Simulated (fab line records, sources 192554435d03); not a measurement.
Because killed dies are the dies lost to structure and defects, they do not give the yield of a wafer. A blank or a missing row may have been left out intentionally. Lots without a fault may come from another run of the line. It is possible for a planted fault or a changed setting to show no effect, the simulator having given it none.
fab line records	flow n5Finfet
record lots=24	wafers=72	lastDay=18
route steps=1938 shown BEOL_M2@841
lots with no fault: from the same line, run without faults
startH: hours from the record's first day to the start of the lot's first wafer shown	waitH: time in hours since the lot's previous step	" identical to the entry in the row above	L1.1+2: several wafers, shown together as one row	- no value, or no start was given	* or withheld: withheld	< > ~ a bound
route shown NAME@n: NAME is a module with steps in the file, n the number in the route of the first one	usual: mean/standard deviation taken from wafers without a fault	same: alike in all rows	chamber/n: place in a boat	sites: per-site readings	_std_site: standard deviation across them	_edge_site: inner sites' mean taken away from outer sites' mean	radiusMm: how far each site lies from the wafer's centre	mask NAME#n: copy n	behind: the most recent tool/chamber to have shaped the wafer	hold: why the lot went on hold/how many hours it stayed there/how the hold came to an end	device: the transistor (n, p or np) that didn't switch	end of line: the tests these same wafers got at the end of their route	a step given without rows: its recipe and nothing more	killed: count of dies lost to structure and defects at first sort (not the wafer's yield)	map: shows each die of a wafer: x if killed, . if not, _ if none is there
set.NAME: the setting the step ran with; set.NAME@STEP: the setting that earlier step ran with	model.NAME: the simulator's own value behind a step, which no gauge read
the route's steps for a sample of lots (tables are steps, rows are wafers)
services: when a tool's chamber went out of use (startH, in hours from the record's first day, below 0 if earlier), for how many hours, and the reason
## steps
# step N5_BEOL_M2_ILD_DEP_00
# recipe material=SiOC	targetThkA=790	tempC=350	precursor=DEMS/O2	pressureTorr=5	rfW=500	timeS=15.3
# usual heaterPowerW=478/57	showerheadPlenumPTorr=5.701/0.017	throttleValvePct=11.8/0.67
lot.wafer	tool	chamber	startH	waitH	heaterPowerW	showerheadPlenumPTorr	throttleValvePct
L074.1	pecvd-02	1	137.95	0.0	387	5.712	13.0
L074.3	"	0	"	"	518	5.700	12.1
L074.5	"	0	"	"	523	5.711	12.1
L075.3	pecvd-04	1	141.18	0.1	526	5.707	11.5
L075.4	"	2	"	"	443	5.691	11.3
L075.6	"	1	"	"	538	5.724	11.5
L076.1	pecvd-04	2	143.91	0.0	458	5.693	11.1
L076.3	"	1	"	"	503	5.717	11.2
L076.6	"	1	"	"	485	5.701	11.6
L077.1	pecvd-02	2	153.95	0.0	399	5.717	11.5
L077.3	"	1	"	"	442	5.716	12.8
L077.5	"	2	"	"	414	5.718	11.6
L078.2	pecvd-04	2	159.84	0.0	429	5.697	11.1
L078.4	"	1	"	"	545	5.692	11.5
L078.5	"	2	"	"	436	5.697	11.0
L079.3	pecvd-02	1	159.99	0.0	417	5.705	13.1
L079.4	"	0	"	"	491	5.693	12.3
L079.6	"	1	"	"	417	5.715	12.9
L080.1	pecvd-03	1	165.91	0.0	527	5.668	12.1
L080.2	"	2	"	"	571	5.716	11.1
L080.6	"	2	"	"	566	5.717	11.1
L081.2	pecvd-02	2	183.10	0.0	476	5.713	11.5
L081.4	"	0	"	"	435	5.690	12.3
L081.5	"	2	"	"	384	5.697	11.8
L082.2	pecvd-04	0	186.78	0.0	493	5.660	11.2
L082.4	"	1	"	"	551	5.726	11.1
L082.6	"	2	"	"	411	5.709	11.0
L084.1	pecvd-02	2	191.26	0.0	420	5.703	11.5
L084.3	"	0	"	"	452	5.705	12.2
L084.4	"	2	"	"	432	5.703	11.5
L083.2	pecvd-04	0	193.12	0.0	467	5.672	11.0
L083.4	"	1	"	"	504	5.690	11.3
L083.5	"	0	"	"	461	5.672	11.0
L085.3	pecvd-02	0	209.17	0.0	524	5.690	12.2
L085.5	"	2	"	"	462	5.712	11.2
L085.6	"	0	"	"	531	5.686	12.2
L086.1	pecvd-02	1	217.95	0.0	415	5.720	13.1
L086.2	"	0	"	"	456	5.699	12.3
L086.5	"	1	"	"	426	5.721	13.1
L087.2	pecvd-04	1	221.92	0.0	569	5.721	11.5
L087.4	"	2	"	"	475	5.690	11.5
L087.6	"	1	"	"	568	5.688	11.1
L088.2	pecvd-04	1	223.78	0.0	508	5.705	11.7
L088.3	"	2	"	"	388	5.705	11.5
L088.5	"	1	"	"	516	5.703	11.3
L089.2	pecvd-04	0	228.61	0.0	575	5.656	11.4
L089.4	"	0	"	"	566	5.662	11.2
L089.6	"	2	"	"	444	5.694	11.3
L091.2	pecvd-04	0	233.74	0.0	538	5.665	11.1
L091.4	"	2	"	"	406	5.694	11.3
L091.6	"	0	"	"	537	5.679	11.2
L090.1	pecvd-02	2	234.67	0.0	469	5.711	11.8
L090.5	"	0	"	"	529	5.682	12.2
L090.6	"	2	"	"	476	5.702	11.5
L092.2	pecvd-02	1	242.93	0.0	454	5.707	13.2
L092.5	"	0	"	"	538	5.699	12.2
L092.6	"	2	"	"	417	5.702	11.8
L093.3	pecvd-04	0	250.52	0.0	477	5.672	11.4
L093.4	"	0	"	"	488	5.692	11.4
L093.5	"	1	"	"	502	5.720	11.6
L094.4	pecvd-02	2	256.08	0.1	478	5.712	11.7
L094.5	"	1	"	"	447	5.706	13.1
L094.6	"	0	"	"	453	5.719	12.3
L095.1	pecvd-02	1	258.24	0.0	447	5.709	13.0
L095.5	"	2	"	"	396	5.717	12.0
L095.6	"	1	"	"	463	5.733	13.1
L097.1	pecvd-04	1	273.26	0.0	562	5.722	11.7
L097.4	"	0	"	"	465	5.660	11.2
L097.5	"	1	"	"	556	5.708	11.3
L096.1	pecvd-04	2	282.86	0.0	461	5.710	11.3
L096.2	"	0	"	"	573	5.673	11.5
L096.3	"	1	"	"	512	5.713	11.3
# step N5_BEOL_M2_STRIP_66
# recipe chemistry=CF4	resist=SiARC	powerW=300	biasPowerW=75	pressureMtorr=50	cf4FlowSccm=150	rfFrequencyHz=6e+07
# usual cf4FlowSccm=150.1/0.44	drypumpMotorCurrentA=5.7/0.31	oesProductAu=0.80/0.083	powerW=300.0/0.97	rfVppV=271.1/1.6	showerheadPlenumPTorr=1.80/0.051	throttleValvePct=13.63/0.23
lot.wafer	tool	chamber	startH	waitH	cf4FlowSccm	drypumpMotorCurrentA	oesProductAu	powerW	rfHoursCounterH	rfVppV	showerheadPlenumPTorr	throttleValvePct
L074.1	rieDiel-03	3	140.30	0.0	150.5	5.6	0.84	299.5	47	273.6	1.82	13.36
L074.3	"	2	"	"	150.1	5.7	0.74	298.7	159	269.1	1.73	13.61
L074.5	"	3	"	"	151.3	5.6	0.84	298.8	-	272.2	1.82	13.33
L075.3	rieDiel-01	3	142.47	0.0	150.2	5.2	0.66	299.1	248	268.5	1.69	13.80
L075.4	"	1	"	"	150.6	6.0	0.80	301.2	-	272.6	1.86	13.31
L075.6	"	0	"	"	150.0	6.2	0.80	301.0	-	270.3	1.82	13.72
L076.1	rieDiel-01	0	146.79	0.0	149.8	6.2	0.79	301.4	106	271.0	1.82	13.71
L076.3	"	1	"	"	150.7	5.9	0.80	300.5	91	272.1	1.85	13.32
L076.6	"	3	"	"	149.7	5.1	0.65	299.0	-	269.5	1.69	13.80
L077.1	rieDiel-01	1	157.40	0.0	150.1	5.9	0.80	299.4	98	273.0	1.85	13.33
L077.3	"	2	"	"	149.9	6.2	0.98	300.7	2	272.6	1.83	13.36
L077.5	"	2	"	"	150.5	6.2	0.98	298.8	-	272.5	1.83	13.36
L078.2	rieDiel-05	1	162.77	0.0	149.6	5.8	0.87	301.5	43	270.7	1.85	13.31
L078.4	"	0	"	"	149.4	5.8	0.74	300.6	180	272.0	1.77	13.57
L078.5	"	1	"	"	149.7	5.8	0.86	301.6	-	271.8	1.85	13.35
L079.3	rieDiel-05	1	163.05	0.0	150.0	5.8	0.86	300.2	43	272.0	1.85	13.34
L079.4	"	0	"	"	150.4	5.8	0.74	301.1	180	270.5	1.77	13.56
L079.6	"	1	"	"	149.9	5.8	0.86	299.4	-	272.1	1.85	13.33
L080.1	rieDiel-05	3	169.02	0.0	151.4	5.3	0.93	300.2	8	270.7	1.77	13.71
L080.2	"	2	"	"	150.1	5.9	0.91	301.0	19	270.1	1.78	13.80
L080.6	"	2	"	"	150.4	5.9	0.92	300.5	-	271.5	1.78	13.81
L081.2	rieDiel-03	2	185.22	0.0	149.5	5.7	0.73	301.0	169	269.6	1.73	13.63
L081.4	"	1	"	"	150.3	5.3	0.70	301.0	217	268.9	1.71	13.91
L081.5	"	3	"	"	149.9	5.6	0.82	299.5	-	271.6	1.81	13.39
L082.2	rieDiel-03	1	189.52	0.0	150.3	5.4	0.69	298.5	219	268.4	1.71	13.91
L082.4	"	0	"	"	149.6	5.5	0.69	300.0	199	272.7	1.85	14.03
L082.6	"	1	"	"	149.9	5.4	0.69	300.2	-	268.7	1.71	13.91
L084.1	rieDiel-01	3	194.77	0.0	149.6	5.1	0.94	300.1	6	274.1	1.90	13.23
L084.3	"	2	"	"	149.8	6.2	0.92	302.3	23	272.3	1.82	13.38
L084.4	"	1	"	"	150.4	5.9	0.77	300.9	118	274.7	1.85	13.36
L083.2	rieDiel-01	0	195.94	0.0	149.9	6.2	0.77	301.3	134	270.7	1.81	13.79
L083.4	"	1	"	"	149.8	5.9	0.77	298.5	119	273.7	1.85	13.37
L083.5	"	0	"	"	150.6	6.2	0.77	300.2	-	271.1	1.81	13.78
L085.3	rieDiel-05	0	210.21	0.0	150.4	5.8	0.73	300.0	191	271.5	1.77	13.60
L085.5	"	2	"	"	150.4	5.8	0.90	300.1	-	269.8	1.78	13.83
L085.6	"	1	"	"	150.4	5.8	0.85	299.1	-	272.5	1.85	13.38
L086.1	rieDiel-03	0	219.11	0.0	150.2	5.5	0.68	299.0	210	270.8	1.84	14.05
L086.2	"	1	"	"	149.8	5.4	0.69	301.4	230	267.4	1.70	13.92
L086.5	"	3	"	"	149.7	5.6	0.81	301.5	-	271.6	1.81	13.41
L087.2	rieDiel-03	2	222.81	0.0	150.6	5.7	0.73	299.2	183	268.2	1.73	13.67
L087.4	"	3	"	"	149.5	5.6	0.80	300.4	81	272.6	1.81	13.42
L087.6	"	3	"	"	149.8	5.6	0.80	300.0	-	272.3	1.81	13.42
L088.2	rieDiel-03	2	225.65	0.0	150.0	5.7	0.72	300.4	184	268.7	1.73	13.68
L088.3	"	0	"	"	149.8	5.5	0.67	301.5	212	272.0	1.84	14.06
L088.5	"	3	"	"	149.9	5.6	0.80	299.8	-	272.6	1.81	13.42
L089.2	rieDiel-05	0	230.30	0.0	149.3	5.8	0.73	300.4	198	271.1	1.76	13.62
L089.4	"	3	"	"	149.9	5.3	0.89	298.1	23	270.2	1.77	13.75
L089.6	"	3	"	"	149.5	5.3	0.88	299.3	-	268.8	1.77	13.76
L091.2	rieDiel-03	3	234.85	0.0	150.3	5.6	0.80	300.1	84	271.5	1.81	13.43
L091.4	"	1	"	"	149.7	5.4	0.69	300.1	234	268.5	1.70	13.93
L091.6	"	2	"	"	150.0	5.7	0.72	298.9	-	268.8	1.72	13.65
L090.1	rieDiel-05	1	239.03	0.0	150.2	5.8	0.84	300.4	63	270.4	1.84	13.39
L090.5	"	0	"	"	149.9	5.8	0.72	300.1	-	270.4	1.76	13.62
L090.6	"	3	"	"	150.4	5.3	0.88	299.3	-	271.1	1.77	13.74
L092.2	rieDiel-05	2	244.97	0.0	150.2	5.8	0.88	301.0	38	270.6	1.78	13.83
L092.5	"	0	"	"	149.4	5.8	0.72	301.5	-	270.1	1.76	13.61
L092.6	"	1	"	"	149.7	5.9	0.83	298.7	-	271.4	1.84	13.37
L093.3	rieDiel-05	3	252.55	0.0	149.5	5.3	0.86	300.5	31	270.4	1.77	13.76
L093.4	"	1	"	"	150.1	5.8	0.84	299.9	68	272.9	1.84	13.38
L093.5	"	3	"	"	150.4	5.3	0.87	302.0	-	270.7	1.77	13.77
L094.4	rieDiel-01	2	258.39	0.0	150.4	6.1	0.87	299.3	45	271.9	1.81	13.45
L094.5	"	3	"	"	150.7	5.1	0.89	300.2	-	273.4	1.89	13.28
L094.6	"	2	"	"	150.1	6.2	0.88	298.8	-	273.1	1.81	13.44
L095.1	rieDiel-05	0	260.20	0.0	149.9	5.8	0.72	301.0	209	270.5	1.76	13.64
L095.5	"	0	"	"	149.7	5.8	0.72	300.7	-	271.0	1.76	13.65
L095.6	"	3	"	"	150.1	5.3	0.87	299.9	-	270.1	1.76	13.76
L097.1	rieDiel-01	1	274.77	0.0	149.6	5.9	0.76	299.5	142	272.3	1.84	13.42
L097.4	"	0	"	"	149.1	6.2	0.75	300.8	159	270.2	1.81	13.84
L097.5	"	3	"	"	149.6	5.1	0.87	299.6	-	273.4	1.89	13.29
L096.1	rieDiel-05	2	284.32	0.0	150.0	5.8	0.85	300.5	52	271.6	1.77	13.87
L096.2	"	3	"	"	150.8	5.3	0.85	299.9	43	270.9	1.76	13.79
L096.3	"	0	"	"	150.2	5.8	0.71	300.5	214	270.5	1.76	13.65
# step N5_BEOL_M2_TRENCH_ETCH_37
# recipe chemistry=C4F6/O2	targetDepthA=555.55	target=SiOC	timeS=29.2	ionEnergyEv=250	pressureMtorr=30	sourceW=355	biasW=185	Ar_flow_sccm=300	C4F6_flow_sccm=10	O2_flow_sccm=10
# usual drypumpMotorCurrentA=5.7/0.33	oesProductAu=0.82/0.091	rfVppV=665/11	showerheadPlenumPTorr=2.87/0.092	throttleValvePct=20.95/0.21
lot.wafer	tool	chamber	startH	waitH	drypumpMotorCurrentA	oesProductAu	rfHoursCounterH	rfVppV	showerheadPlenumPTorr	throttleValvePct
L074.1	rieDiel-03	0	-	-	5.5	0.71	186	681	2.93	21.18
L074.3	"	3	"	"	5.7	0.86	56	653	2.91	20.87
L074.5	"	0	"	"	5.6	0.71	-	681	2.92	21.20
L075.3	rieDiel-05	0	-	-	5.8	0.74	180	662	2.80	20.63
L075.4	"	1	"	"	5.8	0.88	42	662	2.93	20.72
L075.6	"	0	"	"	5.8	0.75	-	661	2.80	20.63
L076.1	rieDiel-01	2	-	-	6.2	1.03	3	676	2.95	21.03
L076.3	"	0	"	"	6.2	0.82	114	661	2.88	21.06
L076.6	"	1	"	"	5.9	0.80	-	681	2.98	20.69
L077.1	rieDiel-03	1	-	-	5.4	0.71	209	670	2.72	21.15
L077.3	"	2	"	"	5.7	0.75	161	647	2.74	20.85
L077.5	"	0	"	"	5.5	0.71	-	680	2.92	21.17
L078.2	rieDiel-01	2	-	-	6.2	0.98	8	676	2.95	21.04
L078.4	"	0	"	"	6.2	0.80	-	662	2.88	21.07
L078.5	"	2	"	"	6.2	1.00	-	675	2.95	21.05
L079.3	rieDiel-01	2	-	-	6.2	0.99	10	675	2.95	21.06
L079.4	"	2	"	"	6.2	0.99	-	676	2.95	21.04
L079.6	"	0	"	"	6.2	0.80	-	663	2.88	21.08
L080.1	rieDiel-03	3	-	-	5.6	0.85	62	652	2.91	20.89
L080.2	"	1	"	"	5.4	0.71	213	670	2.72	21.16
L080.6	"	0	"	"	5.5	0.71	-	681	2.92	21.21
L081.2	rieDiel-01	1	-	-	5.9	0.77	119	680	2.97	20.72
L081.4	"	2	"	"	6.2	0.94	24	675	2.94	21.08
L081.5	"	1	"	"	5.9	0.77	-	680	2.97	20.72
L082.2	rieDiel-01	2	-	-	6.2	0.94	24	674	2.94	21.08
L082.4	"	0	"	"	6.2	0.79	134	660	2.88	21.11
L082.6	"	1	"	"	6.0	0.77	-	679	2.97	20.72
L084.1	rieDiel-05	3	-	-	5.3	0.95	13	664	2.77	20.97
L084.3	"	2	"	"	5.9	0.96	24	666	2.78	21.12
L084.4	"	0	"	"	5.8	0.75	188	660	2.79	20.63
L083.2	rieDiel-05	0	-	-	5.8	0.74	189	663	2.79	20.63
L083.4	"	2	"	"	5.9	0.93	25	664	2.78	21.10
L083.5	"	2	"	"	5.8	0.94	-	665	2.78	21.13
L085.3	rieDiel-05	2	-	-	5.8	0.93	31	666	2.78	21.13
L085.5	"	3	"	"	5.3	0.91	-	664	2.76	20.98
L085.6	"	2	"	"	5.8	0.92	-	664	2.78	21.13
L086.1	rieDiel-01	0	-	-	6.2	0.77	144	660	2.87	21.13
L086.2	"	3	"	"	5.1	0.92	17	655	3.01	20.58
L086.5	"	3	"	"	5.1	0.91	-	656	3.01	20.57
L087.2	rieDiel-03	0	-	-	5.6	0.70	212	680	2.91	21.24
L087.4	"	3	"	"	5.6	0.83	81	653	2.90	20.88
L087.6	"	0	"	"	5.6	0.69	-	681	2.91	21.24
L088.2	rieDiel-01	0	-	-	6.2	0.77	145	661	2.87	21.13
L088.3	"	1	"	"	5.9	0.76	128	679	2.97	20.72
L088.5	"	0	"	"	6.2	0.78	-	661	2.87	21.12
L089.2	rieDiel-03	3	-	-	5.6	0.83	84	653	2.90	20.90
L089.4	"	1	"	"	5.4	0.70	234	669	2.71	21.19
L089.6	"	3	"	"	5.7	0.82	-	653	2.90	20.91
L091.2	rieDiel-01	3	-	-	5.1	0.90	21	657	3.01	20.58
L091.4	"	2	"	"	6.2	0.91	38	676	2.94	21.08
L091.6	"	1	"	"	5.9	0.76	-	680	2.97	20.73
L090.1	rieDiel-03	3	-	-	5.6	0.83	88	653	2.90	20.92
L090.5	"	1	"	"	5.4	0.70	-	670	2.71	21.18
L090.6	"	0	"	"	5.6	0.70	-	680	2.91	21.23
L092.2	rieDiel-03	0	-	-	5.5	0.70	219	680	2.91	21.24
L092.5	"	2	"	"	5.7	0.73	-	646	2.73	20.90
L092.6	"	3	"	"	5.6	0.82	-	652	2.90	20.92
L093.3	rieDiel-03	3	-	-	5.6	0.82	91	653	2.90	20.91
L093.4	"	2	"	"	5.7	0.72	194	646	2.73	20.90
L093.5	"	1	"	"	5.4	0.70	-	670	2.71	21.21
L094.4	rieDiel-01	0	-	-	6.2	0.76	158	660	2.86	21.13
L094.5	"	2	"	"	6.2	0.91	-	674	2.93	21.10
L094.6	"	3	"	"	5.1	0.89	-	655	3.00	20.61
L095.1	rieDiel-05	1	-	-	5.9	0.85	73	660	2.91	20.73
L095.5	"	2	"	"	5.8	0.90	-	666	2.77	21.14
L095.6	"	3	"	"	5.3	0.90	-	662	2.76	21.02
L097.1	rieDiel-01	0	-	-	6.2	0.77	161	660	2.86	21.14
L097.4	"	1	"	"	5.9	0.76	143	677	2.96	20.75
L097.5	"	0	"	"	6.2	0.76	-	659	2.86	21.14
L096.1	rieDiel-03	2	-	-	5.7	0.71	207	644	2.72	20.91
L096.2	"	3	"	"	5.6	0.81	103	653	2.89	20.92
L096.3	"	0	"	"	5.5	0.68	234	680	2.90	21.25
# step N5_BEOL_M2_ANNEAL_80
# recipe tempC=400	timeS=240	ambient=vacuum
# usual heaterPowerW=839/54
lot.wafer	tool	chamber	startH	waitH	heaterPowerW
L074.1	pvdSputter-02	-	160.11	0.0	826
L074.3	"	-	"	"	838
L074.5	"	-	"	"	832
L075.3	pvdSputter-01	-	160.31	0.0	833
L075.4	"	-	"	"	735
L075.6	"	-	"	"	951
L076.1	pvdSputter-03	-	160.82	0.0	778
L076.3	"	-	"	"	900
L076.6	"	-	"	"	765
L077.1	pvdSputter-02	-	163.90	0.0	742
L077.3	"	-	"	"	905
L077.5	"	-	"	"	902
L078.2	pvdSputter-02	-	168.12	0.0	803
L078.4	"	-	"	"	766
L078.5	"	-	"	"	903
L079.3	pvdSputter-02	-	170.44	0.0	928
L079.4	"	-	"	"	789
L079.6	"	-	"	"	886
L080.1	pvdSputter-03	-	173.47	0.0	759
L080.2	"	-	"	"	867
L080.6	"	-	"	"	836
L081.2	pvdSputter-03	-	197.96	0.0	844
L081.4	"	-	"	"	902
L081.5	"	-	"	"	799
L082.2	pvdSputter-02	-	198.48	0.0	839
L082.4	"	-	"	"	761
L082.6	"	-	"	"	906
L084.1	pvdSputter-01	-	201.66	0.0	724
L084.3	"	-	"	"	835
L084.4	"	-	"	"	919
L083.2	pvdSputter-02	-	204.48	0.0	820
L083.4	"	-	"	"	847
L083.5	"	-	"	"	838
L085.3	pvdSputter-02	-	222.42	0.0	895
L085.5	"	-	"	"	839
L085.6	"	-	"	"	943
L086.1	pvdSputter-01	-	226.15	0.0	739
L086.2	"	-	"	"	832
L086.5	"	-	"	"	818
L087.2	pvdSputter-03	-	226.30	0.0	824
L087.4	"	-	"	"	890
L087.6	"	-	"	"	917
L088.2	pvdSputter-02	-	229.81	0.0	914
L088.3	"	-	"	"	837
L088.5	"	-	"	"	842
L089.2	pvdSputter-02	-	236.41	0.0	921
L089.4	"	-	"	"	811
L089.6	"	-	"	"	834
L091.2	pvdSputter-01	-	244.04	0.0	873
L091.4	"	-	"	"	922
L091.6	"	-	"	"	749
L090.1	pvdSputter-03	-	248.19	0.0	819
L090.5	"	-	"	"	825
L090.6	"	-	"	"	834
L092.2	pvdSputter-03	-	250.03	0.0	826
L092.5	"	-	"	"	782
L092.6	"	-	"	"	848
L093.3	pvdSputter-02	-	257.95	0.0	887
L093.4	"	-	"	"	842
L093.5	"	-	"	"	773
L094.4	pvdSputter-01	-	270.81	0.0	915
L094.5	"	-	"	"	855
L094.6	"	-	"	"	825
L095.1	pvdSputter-03	-	272.29	0.0	853
L095.5	"	-	"	"	827
L095.6	"	-	"	"	910
L097.1	pvdSputter-01	-	281.00	0.0	721
L097.4	"	-	"	"	828
L097.5	"	-	"	"	908
L096.1	pvdSputter-03	-	290.63	0.0	926
L096.2	"	-	"	"	844
L096.3	"	-	"	"	761
# step N5_BEOL_M2_SPUTTER_96
# recipe material=Cu	targetThkA=45	tempC=-20	chamberPressurePa=0.07	powerW=withheld	timeS=8.29
# usual chamberPressurePa=0.07003/0.00014	chuckSensorTempC=-15.9/0.43	throttleValvePct=30.5/0.82
lot.wafer	tool	chamber	startH	waitH	chamberPressurePa	chuckSensorTempC	throttleValvePct
L074.1	pvdSputter-02	-	161.57	0.1	0.07015	-15.6	30.8
L074.3	"	-	"	"	0.06999	-15.8	30.6
L074.5	"	-	"	"	0.06987	-16.0	30.6
L075.3	pvdSputter-01	-	161.77	0.1	0.0698	-15.5	31.4
L075.4	"	-	"	"	0.07011	-15.8	31.6
L075.6	"	-	"	"	0.06997	-16.4	30.1
L076.1	pvdSputter-03	-	162.28	0.1	0.07007	-15.5	31.1
L076.3	"	-	"	"	0.07011	-15.9	32.1
L076.6	"	-	"	"	0.06988	-15.7	31.2
L077.1	pvdSputter-02	-	165.36	0.1	0.06992	-15.5	30.0
L077.3	"	-	"	"	0.06996	-16.7	30.6
L077.5	"	-	"	"	0.06995	-16.6	30.3
L078.2	pvdSputter-02	-	169.58	0.1	0.07008	-15.8	30.2
L078.4	"	-	"	"	0.0699	-15.2	30.1
L078.5	"	-	"	"	0.0699	-16.7	30.4
L079.3	pvdSputter-02	-	171.90	0.1	0.07001	-16.7	30.4
L079.4	"	-	"	"	0.07001	-15.2	29.6
L079.6	"	-	"	"	0.07013	-16.8	30.3
L080.1	pvdSputter-03	-	174.93	0.1	0.06962	-15.5	31.2
L080.2	"	-	"	"	0.07024	-16.2	29.6
L080.6	"	-	"	"	0.06982	-15.3	29.1
L081.2	pvdSputter-03	-	199.42	0.1	0.06989	-16.3	29.5
L081.4	"	-	"	"	0.07016	-16.3	32.0
L081.5	"	-	"	"	0.07011	-15.4	30.8
L082.2	pvdSputter-02	-	199.94	0.1	0.06991	-16.2	30.7
L082.4	"	-	"	"	0.06997	-15.2	29.9
L082.6	"	-	"	"	0.07012	-16.6	30.3
L084.1	pvdSputter-01	-	203.12	0.1	0.06983	-15.7	31.6
L084.3	"	-	"	"	0.07016	-15.6	31.0
L084.4	"	-	"	"	0.07015	-16.2	29.8
L083.2	pvdSputter-02	-	206.06	0.1	0.06985	-15.6	30.7
L083.4	"	-	"	"	0.07023	-16.1	30.7
L083.5	"	-	"	"	0.06991	-15.7	30.6
L085.3	pvdSputter-02	-	223.88	0.1	0.06995	-16.6	30.5
L085.5	"	-	"	"	0.0699	-15.7	30.4
L085.6	"	-	"	"	0.06991	-16.8	30.5
L086.1	pvdSputter-01	-	227.61	0.1	0.07016	-16.0	32.0
L086.2	"	-	"	"	0.07003	-15.5	31.1
L086.5	"	-	"	"	0.06998	-15.6	31.2
L087.2	pvdSputter-03	-	227.76	0.1	0.06993	-15.4	29.1
L087.4	"	-	"	"	0.07	-16.1	32.2
L087.6	"	-	"	"	0.07014	-16.1	32.1
L088.2	pvdSputter-02	-	231.27	0.1	0.07001	-16.8	30.7
L088.3	"	-	"	"	0.06991	-16.0	30.5
L088.5	"	-	"	"	0.07017	-16.2	30.4
L089.2	pvdSputter-02	-	237.87	0.1	0.07004	-16.8	30.5
L089.4	"	-	"	"	0.07004	-15.7	30.6
L089.6	"	-	"	"	0.07025	-16.1	30.4
L091.2	pvdSputter-01	-	245.50	0.1	0.07017	-16.0	30.4
L091.4	"	-	"	"	0.07022	-16.3	29.9
L091.6	"	-	"	"	0.06996	-15.6	31.5
L090.1	pvdSputter-03	-	249.65	0.1	0.07022	-16.3	29.4
L090.5	"	-	"	"	0.07003	-16.2	29.8
L090.6	"	-	"	"	0.07017	-15.2	29.0
L092.2	pvdSputter-03	-	251.49	0.1	0.06993	-15.4	29.1
L092.5	"	-	"	"	0.07001	-15.8	31.0
L092.6	"	-	"	"	0.06987	-15.3	28.9
L093.3	pvdSputter-02	-	259.41	0.1	0.07004	-16.6	30.7
L093.4	"	-	"	"	0.07005	-15.6	30.2
L093.5	"	-	"	"	0.06988	-15.4	29.9
L094.4	pvdSputter-01	-	272.27	0.1	0.07006	-16.3	30.2
L094.5	"	-	"	"	0.07015	-16.0	30.6
L094.6	"	-	"	"	0.07005	-15.6	31.5
L095.1	pvdSputter-03	-	273.75	0.1	0.06994	-16.2	29.8
L095.5	"	-	"	"	0.07019	-16.2	29.6
L095.6	"	-	"	"	0.06998	-16.3	32.1
L097.1	pvdSputter-01	-	282.46	0.1	0.0699	-16.0	31.6
L097.4	"	-	"	"	0.07019	-15.6	31.1
L097.5	"	-	"	"	0.07007	-16.2	30.0
L096.1	pvdSputter-03	-	292.09	0.1	0.07006	-16.3	31.9
L096.2	"	-	"	"	0.07025	-16.3	30.0
L096.3	"	-	"	"	0.06989	-15.6	31.2
# step N5_BEOL_M2_THK_MEAS_53
# recipe thkMeasGauge=xrf	reads=Cu_of_BEOL_M2_ECD_50
# usual M2_THK=40.4/1.8
lot.wafer	tool	chamber	startH	waitH	M2_THK[nm]
L074.1	filmMetro-02	-	162.36	-	41.3
L074.3	"	-	"	"	42.1
L074.5	"	-	"	"	41.3
L075.3	filmMetro-01	-	162.56	-	36.9
L075.4	"	-	"	"	41.5
L075.6	"	-	"	"	36.5
L076.1	filmMetro-02	-	163.07	-	42.5
L076.3	"	-	"	"	39.8
L076.6	"	-	"	"	38.3
L077.1	filmMetro-02	-	166.16	-	41.0
L077.3	"	-	"	"	41.0
L077.5	"	-	"	"	41.8
L078.2	filmMetro-01	-	170.37	-	42.6
L078.4	"	-	"	"	41.6
L078.5	"	-	"	"	41.6
L079.3	filmMetro-02	-	172.69	-	41.3
L079.4	"	-	"	"	41.7
L079.6	"	-	"	"	40.8
L080.1	filmMetro-01	-	175.73	-	39.5
L080.2	"	-	"	"	36.1
L080.6	"	-	"	"	39.5
L081.2	filmMetro-02	-	200.21	-	39.8
L081.4	"	-	"	"	44.7
L081.5	"	-	"	"	37.7
L082.2	filmMetro-02	-	200.74	-	39.4
L082.4	"	-	"	"	37.8
L082.6	"	-	"	"	36.5
L084.1	filmMetro-01	-	203.93	-	43.8
L084.3	"	-	"	"	44.3
L084.4	"	-	"	"	42.0
L083.2	filmMetro-01	-	206.86	-	38.6
L083.4	"	-	"	"	41.9
L083.5	"	-	"	"	39.9
L085.3	filmMetro-02	-	224.72	-	42.5
L085.5	"	-	"	"	41.5
L085.6	"	-	"	"	42.6
L086.1	filmMetro-01	-	228.39	-	38.4
L086.2	"	-	"	"	37.2
L086.5	"	-	"	"	38.2
L087.2	filmMetro-02	-	228.60	-	41.8
L087.4	"	-	"	"	42.3
L087.6	"	-	"	"	41.4
L088.2	filmMetro-01	-	232.06	-	39.5
L088.3	"	-	"	"	36.8
L088.5	"	-	"	"	39.2
L089.2	filmMetro-01	-	238.93	-	42.7
L089.4	"	-	"	"	39.1
L089.6	"	-	"	"	41.9
L091.2	filmMetro-02	-	246.29	-	39.9
L091.4	"	-	"	"	40.7
L091.6	"	-	"	"	38.0
L090.1	filmMetro-01	-	250.43	-	42.3
L090.5	"	-	"	"	41.0
L090.6	"	-	"	"	40.9
L092.2	filmMetro-01	-	252.29	-	42.6
L092.5	"	-	"	"	40.8
L092.6	"	-	"	"	41.3
L093.3	filmMetro-01	-	260.37	-	40.4
L093.4	"	-	"	"	40.8
L093.5	"	-	"	"	40.0
L094.4	filmMetro-02	-	273.07	-	37.5
L094.5	"	-	"	"	39.5
L094.6	"	-	"	"	37.7
L095.1	filmMetro-02	-	274.68	-	41.1
L095.5	"	-	"	"	42.7
L095.6	"	-	"	"	42.1
L097.1	filmMetro-01	-	283.37	-	38.5
L097.4	"	-	"	"	36.9
L097.5	"	-	"	"	39.0
L096.1	filmMetro-01	-	292.88	-	41.5
L096.2	"	-	"	"	42.7
L096.3	"	-	"	"	40.7
## services
tool	chamber	startH	hours	kind
pvdSputter-02	-	116.54	1.6	repair
rieDiel-01	2	134.57	-	clean
rieDiel-01	2	134.57	-	consumableReplace:esc
rieDiel-01	2	134.57	-	consumableReplace:focusRing
pecvd-04	0	136.78	13.9	repair
pvdSputter-01	-	137.28	15.4	repair
rieDiel-01	-	141.22	1.0	repair
rieDiel-05	-	143.37	14.6	pm
rieDiel-03	3	149.91	2.5	repair
rieDiel-01	3	153.44	-	clean
rieDiel-01	3	153.44	-	consumableReplace:focusRing
pecvd-03	-	161.43	0.3	repair
pecvd-04	1	170.87	13.4	repair
rieDiel-05	-	180.40	15.6	pm
pecvd-03	-	217.15	98.4	repair
pecvd-02	-	240.78	1.8	repair
rieDiel-03	-	253.52	0.4	repair
pecvd-04	-	255.35	2.8	pm
rieDiel-05	0	265.47	8.7	repair
rieDiel-05	2	279.25	2.4	repair
rieDiel-05	0	287.52	1.8	repair
rieDiel-01	3	288.67	23.6	repair
pvdSputter-02	-	288.91	7.9	repair
rieDiel-05	1	290.79	6.3	repair
## key
fault none
